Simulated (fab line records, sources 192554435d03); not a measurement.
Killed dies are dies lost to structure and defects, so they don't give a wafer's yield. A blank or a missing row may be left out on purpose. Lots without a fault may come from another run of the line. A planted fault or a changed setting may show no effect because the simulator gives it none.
Split-lot experiment | flow n5_finfet | 7 lots, 39 wafers read, on a route of 1938 steps

THE SPLIT
At N5_ZERO_LAYER_PECVD_02 (deposits SiO2 from SiH4/N2O, target thk 10 nm, time 6 s), the setting time_s was moved away from the recipe's 6 s on 18 of the 39 wafers read, by -47.7% to +37.5%. The other wafers ran this setting at the recipe's value.

The reading is taken at the split's own step.

THE READING
SiO2_of_ZERO_LAYER_PECVD_02.thk_nm (the simulator's own value, which no gauge read), in nm, at N5_ZERO_LAYER_PECVD_02 (deposits SiO2 from SiH4/N2O, target thk 10 nm, time 6 s). The file gives no usual value for it. The 21 wafers here that ran the recipe average 10.065 nm, standard deviation 0.16 nm.

wafer  | tool, chamber at the split | time_s as run, s | against the recipe | SiO2_of_ZERO_LAYER_PECVD_02.thk_nm, nm | against lot-mates on the recipe
L077.1 | pecvd-02, 1                | 6                | recipe             | 10.08                                  | -
L077.2 | pecvd-02, 0                | 4.661            | -22.3%             | 7.835                                  | -2.245
L077.3 | pecvd-02, 2                | 6                | recipe             | 10                                     | -
L077.4 | pecvd-02, 0                | 6                | recipe             | 10.16                                  | -
L077.5 | pecvd-02, 1                | 4.661            | -22.3%             | 8.014                                  | -2.066
L077.6 | pecvd-02, 2                | 4.661            | -22.3%             | 8.159                                  | -1.921
L078.1 | pecvd-01, 2                | 8.248            | +37.5%             | 13.9                                   | +3.757
L078.2 | pecvd-01, 1                | 8.248            | +37.5%             | 13.58                                  | +3.437
L078.3 | pecvd-01, 0                | 6                | recipe             | 10.18                                  | -
L078.4 | pecvd-01, 2                | 8.248            | +37.5%             | 14.03                                  | +3.887
L078.5 | pecvd-01, 0                | 6                | recipe             | 10.19                                  | -
L078.6 | pecvd-01, 1                | 6                | recipe             | 10.06                                  | -
L079.1 | pecvd-02, 0                | 3.598            | -40.0%             | 6.214                                  | -4.123
L079.2 | pecvd-02, 1                | 3.598            | -40.0%             | 6.103                                  | -4.234
L079.3 | pecvd-02, 0                | 3.598            | -40.0%             | 6.387                                  | -3.950
L079.4 | pecvd-02, 1                | 6                | recipe             | 10.31                                  | -
L079.5 | pecvd-02, 1                | 6                | recipe             | 10.29                                  | -
L079.6 | pecvd-02, 0                | 6                | recipe             | 10.41                                  | -
L080.1 | pecvd-04, 0                | 6                | recipe             | 9.754                                  | -
L080.2 | pecvd-04, 1                | 6                | recipe             | 9.939                                  | -
L080.3 | pecvd-04, 2                | 4.413            | -26.4%             | 7.053                                  | -2.891
L080.4 | pecvd-04, 1                | 6                | recipe             | 10.14                                  | -
L080.5 | pecvd-04, 0                | 4.413            | -26.4%             | 7.213                                  | -2.731
L080.6 | pecvd-04, 2                | 4.413            | -26.4%             | 7.254                                  | -2.690
L082.1 | pecvd-01, 0                | 6                | recipe             | 10.05                                  | -
L082.2 | pecvd-01, 1                | 3.138            | -47.7%             | 4.998                                  | -4.975
L082.3 | pecvd-01, 0                | 3.138            | -47.7%             | 5.283                                  | -4.690
L082.4 | pecvd-01, 1                | 6                | recipe             | 9.85                                   | -
L082.5 | pecvd-01, 1                | 3.138            | -47.7%             | 5.091                                  | -4.882
L082.6 | pecvd-01, 0                | 6                | recipe             | 10.02                                  | -
L086.1 | pecvd-04, 2                | 4.644            | -22.6%             | 7.716                                  | -2.274
L086.2 | pecvd-04, 1                | 4.644            | -22.6%             | 7.652                                  | -2.338
L086.3 | pecvd-04, 0                | 6                | recipe             | 9.923                                  | -
L086.4 | pecvd-04, 1                | 4.644            | -22.6%             | 7.73                                   | -2.260
L086.5 | pecvd-04, 2                | 6                | recipe             | 9.976                                  | -
L086.6 | pecvd-04, 0                | 6                | recipe             | 10.07                                  | -
L087.2 | pecvd-04, 1                | 6                | recipe             | 9.945                                  | -
L087.3 | pecvd-04, 0                | 6                | recipe             | 9.905                                  | -
L087.6 | pecvd-04, 2                | 6                | recipe             | 10.11                                  | -

THE FIT
A straight line over all 39 wafers: SiO2_of_ZERO_LAYER_PECVD_02.thk_nm changes by +0.101 nm for each +1% of time_s; r = +1.00; the points scatter about the line by 0.18 nm.
The same after taking each lot's own level away (the mean of its wafers on the recipe; 39 wafers): +0.101 nm for each +1%; r = +1.00; scatter 0.13 nm.
On that fit, the largest move of time_s shifts the reading by 4.8 nm.
The lots' own levels span 9.9443 to 10.3367 nm, that is 2.5 times the standard deviation above.
So the lot-to-lot level changes the slope little: the two slopes agree.
Check: with one of the wafers moved furthest among these (-47.7%) left out of the fit, the line predicts -4.8 nm for it against its lot-mates. It came out at -4.98 nm against them.

THE FILE'S OWN FIT
SiO2_of_ZERO_LAYER_PECVD_02.thk_nm changes by +0.101 nm for each +1% of time_s, r = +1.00.
